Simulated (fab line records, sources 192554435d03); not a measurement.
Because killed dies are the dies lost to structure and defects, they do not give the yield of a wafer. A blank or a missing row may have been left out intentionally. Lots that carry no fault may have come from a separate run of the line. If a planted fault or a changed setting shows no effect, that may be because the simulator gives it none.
fab line records -- flow n5_finfet
record: lots: 7, wafers: 21
route steps=1938 shown HKMG_FIN@386 GATE_CUT@469 MOL_CONTACT_COAG@537 BEOL_M0_SAQP@641
start_h: hours from the record's opening day to when the first of the lot's shown wafers began -- wait_h: hours elapsed since this lot's preceding step -- " unchanged from the row above -- L1.1+2: one row covering several wafers at once -- - no value present, or no start provided -- * or withheld: withheld -- < > ~ a bound
route shown NAME@n: a module of which the file shows steps, and the number in the route of the first -- usual: mean/standard deviation taken from wafers without a fault -- same: alike in all rows -- chamber/n: place in a boat -- sites: per-site readings -- _std_site: the values' standard deviation -- _edge_site: outer sites' mean less inner sites' -- radius_mm: how far each site lies from the wafer's centre -- mask NAME#n: copy n -- behind: the tool/chamber that last shaped the wafer -- hold: the reason the lot was held/the length of the hold in hours/how it ended -- device: names the non-switching transistor (n, p or np) -- end of line: the route-end tests of the same wafers -- a step given without rows: its recipe and nothing more -- killed: count of dies lost to structure and defects at first sort (not the wafer's yield) -- map: shows each die of a wafer: x if killed, . if not, _ if none is there
set.NAME: the setting that was run; set.NAME@STEP: the one run at that earlier step -- model.NAME: the simulator's own value behind a step, which no gauge read
lots with deliberately changed settings; one table per step, one row per wafer
== steps ==
step: N5_HKMG_FIN_HK_ALD_01
recipe: material: HfO2, target_thk_a: 16, temp_c: withheld, ald_precursor_family: HfCl4, ald_co_reactant: H2O, pulse_time_s: 3, purge_time_s: 3, co_reactant_purge_time_s: 2.5, co_reactant_pulse_time_s: 0.3, ald_cycles: 30
lot.wafer,tool,chamber,start_h,wait_h,set.ald_cycles
L074.1,ald_hk-03,2,70.70,0.0,26
L074.3+6,ald_hk-03,3,70.70,0.0,30
L075.1+2+5,ald_hk-02,"2,1,3",80.52,0.0,30
L077.1+3,ald_hk-01,"2,3",89.45,0.0,30
L077.6,ald_hk-01,1,89.45,0.0,34
L083.2,ald_hk-02,2,132.84,0.0,28
L083.5+6,ald_hk-02,"1,0",132.84,0.0,30
L088.1+5,ald_hk-02,"0,1",152.47,0.0,30
L088.4,ald_hk-02,3,152.47,0.0,27
L090.3+5,ald_hk-01,"2,1",165.77,0.0,27
L090.6,ald_hk-01,0,165.77,0.0,30
L093.1+5,ald_hk-03,"2,1",184.44,0.0,30
L093.4,ald_hk-03,3,184.44,0.0,28
step: N5_HKMG_FIN_HK_ANNEAL_02
recipe: temp_c: 700, time_s: 30, ambient: N2, idle_temp_c: 600, ramp_up_c_per_s: 150, ramp_down_c_per_s: 60, cool_to_c: 600
step: N5_HKMG_FIN_ALD_74
recipe: material: La2O3, target_thk_a: 5, temp_c: 250, ald_precursor_family: La-Cp, ald_co_reactant: O3, pulse_time_s: 6, co_reactant_pulse_time_s: 1, purge_time_s: 3, co_reactant_purge_time_s: 3
step: N5_HKMG_FIN_WET_ETCH_82
recipe: chemistry: dHCl, mix: 1:10000, temp_c: 25, target: La2O3, stop_on: HfO2, target_depth_nm: 2, dry: ipa_marangoni, rinse_time_s: 30, rinse_temp_c: 23
step: N5_HKMG_FIN_ALD_36
recipe: material: TiN, target_thk_a: 10, temp_c: 400, ald_precursor_family: TiCl4, ald_co_reactant: NH3, pulse_time_s: 1, purge_time_s: 3, co_reactant_purge_time_s: 2, co_reactant_pulse_time_s: 2, ald_cycles: 47, pressure_torr: 3
step: N5_HKMG_FIN_THK_MEAS_70
recipe: thk_meas_gauge: xrf, reads: HfO2_of_HKMG_FIN_HK_ALD_01
usual: HK_THK: 1.621/0.018
lot.wafer,tool,chamber,start_h,wait_h,set.ald_cycles@HKMG_FIN_HK_ALD_01,HK_THK[nm]
L074.1,film_metro-02,-,74.67,0.2,26,1.402
L074.3,film_metro-02,-,74.67,0.2,30,1.598
L074.6,film_metro-02,-,74.67,0.2,30,1.611
L075.1,film_metro-01,-,83.99,0.2,30,1.587
L075.2,film_metro-01,-,83.99,0.2,30,1.618
L075.5,film_metro-01,-,83.99,0.2,30,1.593
L077.1,film_metro-02,-,92.83,0.2,30,1.638
L077.3,film_metro-02,-,92.83,0.2,30,1.652
L077.6,film_metro-02,-,92.83,0.2,34,1.826
L083.2,film_metro-01,-,136.37,0.2,28,1.520
L083.5,film_metro-01,-,136.37,0.2,30,1.619
L083.6,film_metro-01,-,136.37,0.2,30,1.605
L088.1,film_metro-02,-,155.87,0.2,30,1.597
L088.4,film_metro-02,-,155.87,0.2,27,1.464
L088.5,film_metro-02,-,155.87,0.2,30,1.631
L090.3,film_metro-01,-,169.52,0.2,27,1.467
L090.5,film_metro-01,-,169.52,0.2,27,1.458
L090.6,film_metro-01,-,169.52,0.2,30,1.633
L093.1,film_metro-01,-,187.94,0.2,30,1.613
L093.4,film_metro-01,-,187.94,0.2,28,1.501
L093.5,film_metro-01,-,187.94,0.2,30,1.625
step: N5_GATE_CUT_ETCH_58
recipe: chemistry: CH3F/O2, target: SiNx, target_depth_a: 170, time_s: 128.6, ion_energy_ev: 50, pressure_mtorr: 30, source_w: 415, bias_w: 21, Ar_flow_sccm: 150, CH3F_flow_sccm: 30, O2_flow_sccm: 20
usual: rf_vpp_V: 99.3/1.1
lot.wafer,tool,chamber,start_h,wait_h,set.source_w,rf_vpp_V
L074.1,rie_diel-03,2,80.21,0.0,415,99.1
L074.3,rie_diel-03,3,80.21,0.0,415,96.4
L074.6,rie_diel-03,0,80.21,0.0,485.9,93.4
L075.1,rie_diel-05,0,89.94,0.2,415,99.4
L075.2,rie_diel-05,1,89.94,0.2,415,101.8
L075.5,rie_diel-05,2,89.94,0.2,415,99.9
L077.1,rie_diel-03,2,99.22,0.0,415,101.0
L077.3,rie_diel-03,0,99.22,0.0,487.2,93.5
L077.6,rie_diel-03,0,99.22,0.0,415,99.5
L083.2,rie_diel-05,3,141.98,0.0,415,99.0
L083.5,rie_diel-05,3,141.98,0.0,345.8,105.0
L083.6,rie_diel-05,0,141.98,0.0,345.8,105.7
L088.1,rie_diel-04,2,161.43,0.0,372.4,102.5
L088.4,rie_diel-04,2,161.43,0.0,415,99.4
L088.5,rie_diel-04,1,161.43,0.0,415,99.6
L090.3,rie_diel-04,2,175.37,0.0,415,99.3
L090.5,rie_diel-04,0,175.37,0.0,451.3,95.9
L090.6,rie_diel-04,1,175.37,0.0,415,98.6
L093.1,rie_diel-04,2,193.62,0.0,435.8,97.3
L093.4,rie_diel-04,1,193.62,0.0,435.8,97.1
L093.5,rie_diel-04,2,193.62,0.0,415,97.9
step: N5_MOL_CONTACT_COAG_ETCH_15
recipe: chemistry: CH3F/O2, target: SiNx, target_depth_a: 70, mask_material: SOC, stop_on: Si:P, over_etch_frac: 0.75, ion_energy_ev: 120, pressure_mtorr: 30, source_w: 395, bias_w: 73, Ar_flow_sccm: 150, CH3F_flow_sccm: 30, O2_flow_sccm: 20
usual: rf_vpp_V: 296.4/2.7
lot.wafer,tool,chamber,start_h,wait_h,set.source_w,rf_vpp_V
L074.1,rie_diel-01,1,88.16,0.0,395,298.7
L074.3,rie_diel-01,2,88.16,0.0,449,276.9
L074.6,rie_diel-01,0,88.16,0.0,449,276.4
L075.1,rie_diel-01,1,97.73,0.0,395,300.9
L075.2,rie_diel-01,2,97.73,0.0,395,293.4
L075.5,rie_diel-01,3,97.73,0.0,395,300.4
L077.1,rie_diel-06,3,107.12,0.0,395,298.0
L077.3,rie_diel-06,2,107.12,0.0,462.1,275.0
L077.6,rie_diel-06,3,107.12,0.0,462.1,276.7
L083.2,rie_diel-01,1,149.80,0.0,376.5,306.3
L083.5,rie_diel-01,3,149.80,0.0,395,300.3
L083.6,rie_diel-01,2,149.80,0.0,376.5,299.6
L088.1,rie_diel-02,2,168.98,0.0,395,298.5
L088.4,rie_diel-02,3,168.98,0.0,395,299.4
L088.5,rie_diel-02,2,168.98,0.0,395,297.4
L090.3,rie_diel-06,0,183.06,0.0,418,289.5
L090.5,rie_diel-06,0,183.06,0.0,418,290.0
L090.6,rie_diel-06,1,183.06,0.0,418,284.9
L093.1,rie_diel-01,0,201.74,0.0,395,293.8
L093.4,rie_diel-01,1,201.74,0.0,395,301.2
L093.5,rie_diel-01,3,201.74,0.0,395,299.5
step: N5_MOL_CONTACT_COAG_ETCH_110
recipe: chemistry: CF4/O2, target: Si, target_depth_a: 25, time_s: 8, pressure_mtorr: 100, source_w: 200, bias_w: 12, ion_energy_ev: 60, Ar_flow_sccm: 100, cf4_flow_sccm: 100, O2_flow_sccm: 10
usual: rf_vpp_V: 127.2/1.4
lot.wafer,tool,chamber,start_h,wait_h,set.source_w,rf_vpp_V,model.etch.depth_nm
L074.1,rie_diel-01,1,88.22,0.0,200,130.0,2.52
L074.3,rie_diel-01,2,88.22,0.0,224.3,117.8,2.731
L074.6,rie_diel-01,0,88.22,0.0,200,126.1,2.447
L075.1,rie_diel-01,1,97.79,0.0,200,128.3,2.544
L075.2,rie_diel-01,2,97.79,0.0,200,125.4,2.488
L075.5,rie_diel-01,3,97.79,0.0,200,127.5,2.553
L077.1,rie_diel-06,3,107.18,0.0,200,125.5,2.496
L077.3,rie_diel-06,2,107.18,0.0,200,126.2,2.542
L077.6,rie_diel-06,3,107.18,0.0,200,124.7,2.518
L083.2,rie_diel-01,1,149.86,0.0,200,130.3,2.53
L083.5,rie_diel-01,3,149.86,0.0,200,128.5,2.537
L083.6,rie_diel-01,2,149.86,0.0,186.2,131.1,2.338
L088.1,rie_diel-02,2,169.04,0.0,200,128.0,2.513
L088.4,rie_diel-02,3,169.04,0.0,200,129.3,2.458
L088.5,rie_diel-02,2,169.04,0.0,182.4,135.3,2.323
L090.3,rie_diel-06,0,183.12,0.0,211.8,123.6,2.631
L090.5,rie_diel-06,0,183.12,0.0,200,127.3,2.509
L090.6,rie_diel-06,1,183.12,0.0,200,125.9,2.459
L093.1,rie_diel-01,0,201.80,0.0,200,125.7,2.431
L093.4,rie_diel-01,1,201.80,0.0,200,129.3,2.471
L093.5,rie_diel-01,3,201.80,0.0,232.1,115.1,2.842
step: N5_MOL_CONTACT_COAG_ALD_27
recipe: material: SiOC, target_thk_a: 170, temp_c: 400, ald_precursor_family: carbosiloxane, ald_co_reactant: H2-plasma, pulse_time_s: 1.5, time_s: 2720, purge_time_s: 2, co_reactant_purge_time_s: 2, ald_cycles: 340, pressure_torr: 2
lot.wafer,tool,chamber,start_h,wait_h,set.ald_cycles,model.SiOC_of_MOL_CONTACT_COAG_ALD_27.thk_nm
L074.1+3,ald_sin-02,"1,3",94.19,0.0,359,18
L074.6,ald_sin-02,0,94.19,0.0,340,17
L075.1+2+5,ald_sin-01,"3,1,2",107.18,0.0,340,17
L077.1+3,ald_sin-03,"1,2",116.39,0.0,340,16.8
L077.6,ald_sin-03,0,116.39,0.0,340,17
L083.2,ald_sin-02,2,157.64,0.1,340,17
L083.5,ald_sin-02,1,157.64,0.1,368,18.2
L083.6,ald_sin-02,2,157.64,0.1,368,18.4
L088.1+5,ald_sin-02,1,176.54,0.0,362,18.2
L088.4,ald_sin-02,2,176.54,0.0,340,17.2
L090.3+5+6,ald_sin-03,"1,3,2",190.39,0.1,340,17
L093.1,ald_sin-03,2,208.90,0.0,340,17
L093.4+5,ald_sin-03,3,208.90,0.0,294,14.8
step: N5_MOL_CONTACT_COAG_EXPOSE_81
recipe: mask_id: VG, na: 0.33, source_shape: annular, sigma_inner: 0.3, sigma_outer: 0.7, polarization: unpolarized, defocus_nm: 0, dose_mj: 59.5
lot.wafer,tool,chamber,start_h,wait_h,mask,set.dose_mj
L074.1+3,euv_scanner-01,0,97.54,-,VG#0,59.5
L074.6,euv_scanner-01,0,97.54,-,VG#0,61.18
L075.1+2+5,euv_scanner-02,0,109.94,-,VG#0,59.5
L077.1+3,euv_scanner-01,0,119.12,-,VG#0,62.36
L077.6,euv_scanner-01,0,119.12,-,VG#0,59.5
L083.2+6,euv_scanner-01,0,160.27,-,VG#0,57.82
L083.5,euv_scanner-01,0,160.27,-,VG#0,59.5
L088.1+4,euv_scanner-02,0,179.66,-,VG#0,59.5
L088.5,euv_scanner-02,0,179.66,-,VG#0,63.09
L090.3+6,euv_scanner-01,0,193.01,-,VG#0,59.5
L090.5,euv_scanner-01,0,193.01,-,VG#0,55.09
L093.1+4,euv_scanner-01,0,211.50,-,VG#0,59.5
L093.5,euv_scanner-01,0,211.50,-,VG#0,56.16
step: N5_MOL_CONTACT_COAG_PEB_82
recipe: peb_temp_c: 100, peb_time_s: 60, resist: CAR-EUV
step: N5_MOL_CONTACT_COAG_DEVELOP_83
recipe: develop_time_s: 30, developer: TMAH, resist: CAR-EUV, rinse_liquid: surfactant_rinse, dry: air_spin, dev_temp_c: 23
step: N5_MOL_CONTACT_COAG_PRECLEAN_144
recipe: chemistry: alkaline_clean, temp_c: 60, time_s: 60, do_ppb: 50
step: N5_MOL_CONTACT_COAG_SRD_145
recipe: dry: ipa_marangoni, time_s: 30, temp_c: 23, rinse_liquid: diw
step: N5_MOL_CONTACT_COAG_CD_MEAS_137
recipe: target_cd_nm: 16
usual: cd_nm: 15.86/0.3
lot.wafer,tool,chamber,start_h,wait_h,set.dose_mj@MOL_CONTACT_COAG_EXPOSE_81,cd_nm
L074.1,cd_sem-01,-,98.69,0.0,59.5,15.74
L074.3,cd_sem-01,-,98.69,0.0,59.5,15.25
L074.6,cd_sem-01,-,98.69,0.0,61.18,16.14
L075.1,cd_sem-01,-,111.12,0.0,59.5,15.58
L075.2,cd_sem-01,-,111.12,0.0,59.5,15.38
L075.5,cd_sem-01,-,111.12,0.0,59.5,15.82
L077.1,cd_sem-01,-,120.21,0.0,62.36,16.55
L077.3,cd_sem-01,-,120.21,0.0,62.36,17.05
L077.6,cd_sem-01,-,120.21,0.0,59.5,15.95
L083.2,cd_sem-01,-,161.37,0.0,57.82,15.23
L083.5,cd_sem-01,-,161.37,0.0,59.5,16.27
L083.6,cd_sem-01,-,161.37,0.0,57.82,15.31
L088.1,cd_sem-03,-,181.01,0.0,59.5,16.20
L088.4,cd_sem-03,-,181.01,0.0,59.5,15.27
L088.5,cd_sem-03,-,181.01,0.0,63.09,17.19
L090.3,cd_sem-02,-,194.34,0.0,59.5,15.49
L090.5,cd_sem-02,-,194.34,0.0,55.09,14.12
L090.6,cd_sem-02,-,194.34,0.0,59.5,16.02
L093.1,cd_sem-01,-,212.83,0.0,59.5,16.25
L093.4,cd_sem-01,-,212.83,0.0,59.5,15.97
L093.5,cd_sem-01,-,212.83,0.0,56.16,14.50
step: N5_BEOL_M0_SAQP_COAT_81
recipe: resist: SOC, temp_c: 250, time_s: 60, spin_rpm: 1500, resist_thk_nm: 100
lot.wafer,tool,chamber,start_h,wait_h,set.spin_rpm,model.SOC_of_BEOL_M0_SAQP_COAT_81.thk_nm
L074.1,litho_track-04,0,106.79,0.1,1640,95.4
L074.3,litho_track-04,0,106.79,0.1,1500,99.6
L074.6,litho_track-04,0,106.79,0.1,1500,99.8
L075.1+5,litho_track-02,0,118.35,0.1,1500,99.6
L075.2,litho_track-02,0,118.35,0.1,1500,99.8
L077.1,litho_track-03,0,127.57,0.1,1500,100
L077.3,litho_track-03,0,127.57,0.1,1548,98.4
L077.6,litho_track-03,0,127.57,0.1,1500,99.8
L083.2,litho_track-03,0,168.30,0.1,1367,104.8
L083.5,litho_track-03,0,168.30,0.1,1500,99.8
L083.6,litho_track-03,0,168.30,0.1,1500,100
L088.1,litho_track-04,0,189.26,0.1,1500,99.8
L088.4,litho_track-04,0,189.26,0.1,1418,102.6
L088.5,litho_track-04,0,189.26,0.1,1500,99.6
L090.3,litho_track-03,0,202.19,0.1,1607,96.2
L090.5,litho_track-03,0,202.19,0.1,1607,96.4
L090.6,litho_track-03,0,202.19,0.1,1500,99.8
L093.1,litho_track-04,0,223.44,0.1,1500,100.4
L093.4,litho_track-04,0,223.44,0.1,1439,102.2
L093.5,litho_track-04,0,223.44,0.1,1439,102.6
step: N5_BEOL_M0_SAQP_COAT_82
recipe: resist: SiARC, temp_c: 220, time_s: 60, spin_rpm: 1500, resist_thk_nm: 30
lot.wafer,tool,chamber,start_h,wait_h,set.time_s
L074.1+6,litho_track-04,0,-,-,60
L074.3,litho_track-04,0,-,-,55.15
L075.1+2+5,litho_track-02,0,-,-,60
L077.1,litho_track-03,0,-,-,53.04
L077.3+6,litho_track-03,0,-,-,60
L083.2+6,litho_track-03,0,-,-,60
L083.5,litho_track-03,0,-,-,50.29
L088.1+5,litho_track-04,0,-,-,52.29
L088.4,litho_track-04,0,-,-,60
L090.3,litho_track-03,0,-,-,60
L090.5+6,litho_track-03,0,-,-,50.21
L093.1,litho_track-04,0,-,-,64.86
L093.4+5,litho_track-04,0,-,-,60
step: N5_BEOL_M0_SAQP_COAT_08
recipe: resist: CAR-ArF, spin_rpm: 1500, resist_thk_nm: 90
step: N5_BEOL_M0_SAQP_EBR_10
recipe: solvent: PGMEA, ebr_width_mm: 1.5
step: N5_BEOL_M0_SAQP_DESCUM_19
recipe: chemistry: O2, time_s: 7.9, source_power_w: 50, bias_power_w: 20, pressure_mtorr: 20, rf_frequency_hz: 2.712e+07, temp_c: 40, resist: CAR-ArF, o2_flow_sccm: 225
step: N5_BEOL_M0_SAQP_ETCH_83
recipe: chemistry: CF4, target: SiARC, target_depth_a: 390, mask_material: CAR-ArF, time_s: 65, ion_energy_ev: 80, pressure_mtorr: 40, source_w: 545, bias_w: 36, Ar_flow_sccm: 100, cf4_flow_sccm: 100, ends: cleared
step: N5_BEOL_M0_SAQP_ETCH_84
recipe: chemistry: N2/H2, target: SOC, target_depth_a: 1000, overetch_a: 200, mask_material: SiARC, temp_c: 40, time_s: 150, ion_energy_ev: 200, pressure_mtorr: 30, source_w: 840, bias_w: 150, n2_flow_sccm: 200, h2_flow_sccm: 200
lot.wafer,tool,chamber,start_h,wait_h,set.spin_rpm@BEOL_M0_SAQP_COAT_81,model.etch.depth_nm
L074.1,rie_diel-03,2,107.58,0.0,1640,95.37
L074.3,rie_diel-03,3,107.58,0.0,1500,99.6
L074.6,rie_diel-03,0,107.58,0.0,1500,99.77
L075.1,rie_diel-04,3,119.08,0.0,1500,99.57
L075.2,rie_diel-04,1,119.08,0.0,1500,99.77
L075.5,rie_diel-04,2,119.08,0.0,1500,99.53
L077.1,rie_diel-04,0,128.12,0.0,1500,99.94
L077.3,rie_diel-04,2,128.12,0.0,1548,98.31
L077.6,rie_diel-04,3,128.12,0.0,1500,99.77
L083.2,rie_diel-05,1,169.00,0.0,1367,104.9
L083.5,rie_diel-05,2,169.00,0.0,1500,99.85
L083.6,rie_diel-05,1,169.00,0.0,1500,100
L088.1,rie_diel-05,3,189.93,0.0,1500,99.79
L088.4,rie_diel-05,2,189.93,0.0,1418,102.6
L088.5,rie_diel-05,1,189.93,0.0,1500,99.63
L090.3,rie_diel-05,0,202.61,0.0,1607,96.2
L090.5,rie_diel-05,1,202.61,0.0,1607,96.38
L090.6,rie_diel-05,0,202.61,0.0,1500,99.77
L093.1,rie_diel-04,0,223.86,0.0,1500,100.4
L093.4,rie_diel-04,2,223.86,0.0,1439,102.3
L093.5,rie_diel-04,1,223.86,0.0,1439,102.5
step: N5_BEOL_M0_SAQP_STRIP_80
recipe: chemistry: N2/H2, temp_c: 40, n2_flow_sccm: 200, h2_flow_sccm: 200, rf_frequency_hz: 6e+07
step: N5_BEOL_M0_SAQP_HM_OPEN_112
recipe: chemistry: CHF3/O2, target: SiO2, stop_on: a-Si, target_depth_a: 120, over_etch_frac: 1.25, mask_material: SOC, time_s: 13.5, pressure_mtorr: 30, source_w: 650, bias_w: 170, Ar_flow_sccm: 200, CHF3_flow_sccm: 50, O2_flow_sccm: 5, ion_energy_ev: 200, ends: end_point
step: N5_BEOL_M0_SAQP_STRIP_113
recipe: chemistry: CHF3/O2, resist: SiARC, rf_frequency_hz: 6e+07
step: N5_BEOL_M0_SAQP_MANDREL_ETCH_20
recipe: target_depth_a: 600, chemistry: HBr/Cl2, target: a-Si, stop_on: SiNx, bt_time_s: 10, mask_material: SOC, over_etch_frac: 0.5, time_s: 30, pressure_mtorr: 10, icp_w: 800, bias_w: 75, HBr_flow_sccm: 150, Cl2_flow_sccm: 80, ends: end_point
lot.wafer,tool,chamber,start_h,wait_h,set.spin_rpm@BEOL_M0_SAQP_COAT_81,model.SOC_of_BEOL_M0_SAQP_COAT_81.thk_nm
L074.1,rie_si-05,2,107.77,0.0,1640,71
L074.3,rie_si-05,0,107.77,0.0,1500,75.2
L074.6,rie_si-05,1,107.77,0.0,1500,75.8
L075.1+5,rie_si-05,2,119.27,0.0,1500,75.2
L075.2,rie_si-05,0,119.27,0.0,1500,75.8
L077.1,rie_si-03,1,128.31,0.0,1500,76
L077.3,rie_si-03,3,128.31,0.0,1548,74
L077.6,rie_si-03,0,128.31,0.0,1500,75.4
L083.2,rie_si-01,1,169.19,0.0,1367,80.6
L083.5,rie_si-01,1,169.19,0.0,1500,75.6
L083.6,rie_si-01,0,169.19,0.0,1500,76.2
L088.1,rie_si-03,3,190.12,0.0,1500,75.6
L088.4,rie_si-03,0,190.12,0.0,1418,78.6
L088.5,rie_si-03,0,190.12,0.0,1500,75.4
L090.3+5,rie_si-05,3,202.80,0.0,1607,72.2
L090.6,rie_si-05,0,202.80,0.0,1500,75.6
L093.1,rie_si-03,0,224.05,0.0,1500,76.2
L093.4,rie_si-03,3,224.05,0.0,1439,78.2
L093.5,rie_si-03,1,224.05,0.0,1439,78.6
== key ==
split: step: N5_HKMG_FIN_HK_ALD_01, setting: ald_cycles, stated: 30, by: wafer
response: step: N5_HKMG_FIN_THK_MEAS_70, reading: HK_THK, change: +0.0151, per: 1%, r: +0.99
split: step: N5_GATE_CUT_ETCH_58, setting: source_w, stated: 415, by: wafer
response: step: N5_GATE_CUT_ETCH_58, reading: rf_vpp_V, change: -0.331, per: 1%, r: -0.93
split: step: N5_MOL_CONTACT_COAG_ETCH_15, setting: source_w, stated: 395, by: wafer
response: step: N5_MOL_CONTACT_COAG_ETCH_15, reading: rf_vpp_V, change: -1.39, per: 1%, r: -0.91
split: step: N5_MOL_CONTACT_COAG_ETCH_110, setting: source_w, stated: 200, by: wafer
response: step: N5_MOL_CONTACT_COAG_ETCH_110, reading: rf_vpp_V, change: -0.729, per: 1%, r: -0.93
response: step: N5_MOL_CONTACT_COAG_ETCH_110, reading: model.etch.depth_nm, change: +0.0229, per: 1%, r: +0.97
split: step: N5_MOL_CONTACT_COAG_ALD_27, setting: ald_cycles, stated: 340, by: wafer
response: step: N5_MOL_CONTACT_COAG_ALD_27, reading: model.SiOC_of_MOL_CONTACT_COAG_ALD_27.thk_nm, change: +0.162, per: 1%, r: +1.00
split: step: N5_MOL_CONTACT_COAG_EXPOSE_81, setting: dose_mj, stated: 59.5, by: wafer
response: step: N5_MOL_CONTACT_COAG_CD_MEAS_137, reading: cd_nm, change: +0.239, per: 1%, r: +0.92
split: step: N5_BEOL_M0_SAQP_COAT_81, setting: spin_rpm, stated: 1500, by: wafer
response: step: N5_BEOL_M0_SAQP_COAT_81, reading: model.SOC_of_BEOL_M0_SAQP_COAT_81.thk_nm, change: -0.503, per: 1%, r: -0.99
response: step: N5_BEOL_M0_SAQP_ETCH_84, reading: model.etch.depth_nm, change: -0.503, per: 1%, r: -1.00
response: step: N5_BEOL_M0_SAQP_MANDREL_ETCH_20, reading: model.SOC_of_BEOL_M0_SAQP_COAT_81.thk_nm, change: -0.51, per: 1%, r: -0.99
split: step: N5_BEOL_M0_SAQP_COAT_82, setting: time_s, stated: 60, by: wafer
response none clear
